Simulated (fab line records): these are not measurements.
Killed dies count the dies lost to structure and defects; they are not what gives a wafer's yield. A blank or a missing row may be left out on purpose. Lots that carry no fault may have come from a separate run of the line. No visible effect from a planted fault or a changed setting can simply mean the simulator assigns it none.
Split-lot experiment || flow n5_finfet || 21 wafers read from 7 lots, route of 1938 steps

THE SPLIT
At N5_MOL_CONTACT_COAG_COAT_78 (resist thk 40 nm), the setting spin_rpm was moved away from the recipe's 1500 rpm on 4 of the 21 wafers read, by -9.5% to +7.7%. For the rest of the wafers, this setting stayed at what the recipe calls for.

FROM THE SPLIT TO THE READING: what the file shows between them, 3 steps
- N5_MOL_CONTACT_COAG_EXPOSE_81: exposes mask VG, defocus 0 nm (also split here: dose_mj)
- N5_MOL_CONTACT_COAG_PEB_82: peb time 60 s
- N5_MOL_CONTACT_COAG_DEVELOP_83: develop time 30 s

THE READING
CAR-EUV_of_MOL_CONTACT_COAG_COAT_78.thk_nm (the simulator's own value, which no gauge read), in nm, at N5_MOL_CONTACT_COAG_DESCUM_88 (chemistry O2, time 7 s). There is no usual value for it anywhere in the file. Across the 17 wafers here that went through the recipe, the average is 36.1 nm and the standard deviation 0.14 nm.

{"wafer": "L075.1", "tool, chamber at the split": "litho_track-02, 0", "spin_rpm as run, rpm": 1500, "against the recipe": "recipe", "CAR-EUV_of_MOL_CONTACT_COAG_COAT_78.thk_nm, nm": 36, "against lot-mates on the recipe": "-"}
{"wafer": "L075.2", "tool, chamber at the split": "litho_track-02, 0", "spin_rpm as run, rpm": 1500, "against the recipe": "recipe", "CAR-EUV_of_MOL_CONTACT_COAG_COAT_78.thk_nm, nm": 36, "against lot-mates on the recipe": "-"}
{"wafer": "L075.5", "tool, chamber at the split": "litho_track-02, 0", "spin_rpm as run, rpm": 1500, "against the recipe": "recipe", "CAR-EUV_of_MOL_CONTACT_COAG_COAT_78.thk_nm, nm": 36, "against lot-mates on the recipe": "-"}
{"wafer": "L082.1", "tool, chamber at the split": "litho_track-05, 0", "spin_rpm as run, rpm": 1500, "against the recipe": "recipe", "CAR-EUV_of_MOL_CONTACT_COAG_COAT_78.thk_nm, nm": 36, "against lot-mates on the recipe": "-"}
{"wafer": "L082.2", "tool, chamber at the split": "litho_track-05, 0", "spin_rpm as run, rpm": 1500, "against the recipe": "recipe", "CAR-EUV_of_MOL_CONTACT_COAG_COAT_78.thk_nm, nm": 36.2, "against lot-mates on the recipe": "-"}
{"wafer": "L082.4", "tool, chamber at the split": "litho_track-05, 0", "spin_rpm as run, rpm": 1500, "against the recipe": "recipe", "CAR-EUV_of_MOL_CONTACT_COAG_COAT_78.thk_nm, nm": 36.4, "against lot-mates on the recipe": "-"}
{"wafer": "L087.3", "tool, chamber at the split": "litho_track-02, 0", "spin_rpm as run, rpm": 1500, "against the recipe": "recipe", "CAR-EUV_of_MOL_CONTACT_COAG_COAT_78.thk_nm, nm": 36.2, "against lot-mates on the recipe": "-"}
{"wafer": "L087.6", "tool, chamber at the split": "litho_track-02, 0", "spin_rpm as run, rpm": 1500, "against the recipe": "recipe", "CAR-EUV_of_MOL_CONTACT_COAG_COAT_78.thk_nm, nm": 36.2, "against lot-mates on the recipe": "-"}
{"wafer": "L087.5", "tool, chamber at the split": "litho_track-02, 0", "spin_rpm as run, rpm": 1500, "against the recipe": "recipe", "CAR-EUV_of_MOL_CONTACT_COAG_COAT_78.thk_nm, nm": 36, "against lot-mates on the recipe": "-"}
{"wafer": "L090.4", "tool, chamber at the split": "litho_track-02, 0", "spin_rpm as run, rpm": 1500, "against the recipe": "recipe", "CAR-EUV_of_MOL_CONTACT_COAG_COAT_78.thk_nm, nm": 36, "against lot-mates on the recipe": "-"}
{"wafer": "L090.5", "tool, chamber at the split": "litho_track-02, 0", "spin_rpm as run, rpm": 1357, "against the recipe": "-9.5%", "CAR-EUV_of_MOL_CONTACT_COAG_COAT_78.thk_nm, nm": 38, "against lot-mates on the recipe": "+2.0"}
{"wafer": "L090.6", "tool, chamber at the split": "litho_track-02, 0", "spin_rpm as run, rpm": 1357, "against the recipe": "-9.5%", "CAR-EUV_of_MOL_CONTACT_COAG_COAT_78.thk_nm, nm": 38, "against lot-mates on the recipe": "+2.0"}
{"wafer": "L091.3", "tool, chamber at the split": "litho_track-02, 0", "spin_rpm as run, rpm": 1500, "against the recipe": "recipe", "CAR-EUV_of_MOL_CONTACT_COAG_COAT_78.thk_nm, nm": 36, "against lot-mates on the recipe": "-"}
{"wafer": "L091.4", "tool, chamber at the split": "litho_track-02, 0", "spin_rpm as run, rpm": 1500, "against the recipe": "recipe", "CAR-EUV_of_MOL_CONTACT_COAG_COAT_78.thk_nm, nm": 36, "against lot-mates on the recipe": "-"}
{"wafer": "L091.5", "tool, chamber at the split": "litho_track-02, 0", "spin_rpm as run, rpm": 1500, "against the recipe": "recipe", "CAR-EUV_of_MOL_CONTACT_COAG_COAT_78.thk_nm, nm": 35.8, "against lot-mates on the recipe": "-"}
{"wafer": "L092.1", "tool, chamber at the split": "litho_track-05, 0", "spin_rpm as run, rpm": 1500, "against the recipe": "recipe", "CAR-EUV_of_MOL_CONTACT_COAG_COAT_78.thk_nm, nm": 36, "against lot-mates on the recipe": "-"}
{"wafer": "L092.4", "tool, chamber at the split": "litho_track-05, 0", "spin_rpm as run, rpm": 1500, "against the recipe": "recipe", "CAR-EUV_of_MOL_CONTACT_COAG_COAT_78.thk_nm, nm": 36.2, "against lot-mates on the recipe": "-"}
{"wafer": "L092.5", "tool, chamber at the split": "litho_track-05, 0", "spin_rpm as run, rpm": 1500, "against the recipe": "recipe", "CAR-EUV_of_MOL_CONTACT_COAG_COAT_78.thk_nm, nm": 36.2, "against lot-mates on the recipe": "-"}
{"wafer": "L097.3", "tool, chamber at the split": "litho_track-01, 0", "spin_rpm as run, rpm": 1616, "against the recipe": "+7.7%", "CAR-EUV_of_MOL_CONTACT_COAG_COAT_78.thk_nm, nm": 34.4, "against lot-mates on the recipe": -1.6}
{"wafer": "L097.4", "tool, chamber at the split": "litho_track-01, 0", "spin_rpm as run, rpm": 1500, "against the recipe": "recipe", "CAR-EUV_of_MOL_CONTACT_COAG_COAT_78.thk_nm, nm": 36, "against lot-mates on the recipe": "-"}
{"wafer": "L097.5", "tool, chamber at the split": "litho_track-01, 0", "spin_rpm as run, rpm": 1616, "against the recipe": "+7.7%", "CAR-EUV_of_MOL_CONTACT_COAG_COAT_78.thk_nm, nm": 34.6, "against lot-mates on the recipe": -1.4}

FIT RESULTS
A straight line over all 21 wafers: CAR-EUV_of_MOL_CONTACT_COAG_COAT_78.thk_nm changes by -0.203 nm for each +1% of spin_rpm; r = -0.99; the points scatter about the line by 0.13 nm.
The same after taking each lot's own level away (the mean of its wafers on the recipe; 21 wafers): -0.203 nm for each +1%; r = -0.99; scatter 0.1 nm.
That fit puts the effect of the largest move of spin_rpm on the reading at 1.9 nm.
Across the lots, their own levels run from 35.93 to 36.20 nm, a range of 2.0 times the standard deviation given above.
The two slopes agree, so the slope changes little with the lot-to-lot level.
Check: with one of the wafers moved furthest among these (-9.5%) left out of the fit, the line predicts +1.93 nm for it against its lot-mates. Against them it came out at +2 nm.

OTHER SPLITS ON THESE WAFERS
Other splits were also applied to these wafers ahead of the reading. Each is held against what the fit with the lots' levels taken away leaves over:
{"other split on the same wafers": "N5_SD_EPI_N_PEB_07 peb_temp_c", "wafers away from the commonest value": 5, "r with CAR-EUV_of_MOL_CONTACT_COAG_COAT_78.thk_nm (lot level and that fit taken away)": -0.22}
{"other split on the same wafers": "N5_SDB_ETCH_17 bias_w", "wafers away from the commonest value": 8, "r with CAR-EUV_of_MOL_CONTACT_COAG_COAT_78.thk_nm (lot level and that fit taken away)": "+0.08"}
{"other split on the same wafers": "N5_HKMG_FIN_COAT_41 spin_rpm", "wafers away from the commonest value": 6, "r with CAR-EUV_of_MOL_CONTACT_COAG_COAT_78.thk_nm (lot level and that fit taken away)": -0.16}
{"other split on the same wafers": "N5_HKMG_FIN_ETCH_67 target_depth_a", "wafers away from the commonest value": 8, "r with CAR-EUV_of_MOL_CONTACT_COAG_COAT_78.thk_nm (lot level and that fit taken away)": "+0.09"}
{"other split on the same wafers": "N5_GATE_CUT_CMP_23 down_force_psi", "wafers away from the commonest value": 8, "r with CAR-EUV_of_MOL_CONTACT_COAG_COAT_78.thk_nm (lot level and that fit taken away)": -0.18}
{"other split on the same wafers": "N5_MOL_CONTACT_COAG_EXPOSE_81 dose_mj", "wafers away from the commonest value": 5, "r with CAR-EUV_of_MOL_CONTACT_COAG_COAT_78.thk_nm (lot level and that fit taken away)": -0.20}

THE WHOLE CHAIN: every reading that the file lists as answering this split, in the file's order
{"step": "N5_MOL_CONTACT_COAG_COAT_78", "what it does": "resist thk 40 nm", "reading": "CAR-EUV_of_MOL_CONTACT_COAG_COAT_78.thk_nm (the simulator's own value, which no gauge read)", "change (the file's fit)": "-0.216 nm for each +1% of the setting", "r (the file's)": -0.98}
{"step": "N5_MOL_CONTACT_COAG_DEVELOP_83", "what it does": "develop time 30 s", "reading": "CAR-EUV_of_MOL_CONTACT_COAG_COAT_78.thk_nm (the simulator's own value, which no gauge read)", "change (the file's fit)": "-0.21 nm for each +1% of the setting", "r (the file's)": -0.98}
{"step": "N5_MOL_CONTACT_COAG_DESCUM_88", "what it does": "chemistry O2, time 7 s", "reading": "CAR-EUV_of_MOL_CONTACT_COAG_COAT_78.thk_nm (the simulator's own value, which no gauge read)", "change (the file's fit)": "-0.204 nm for each +1% of the setting", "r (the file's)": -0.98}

FILE'S OWN FIT
CAR-EUV_of_MOL_CONTACT_COAG_COAT_78.thk_nm changes by -0.204 nm for each +1% of spin_rpm, r = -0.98.
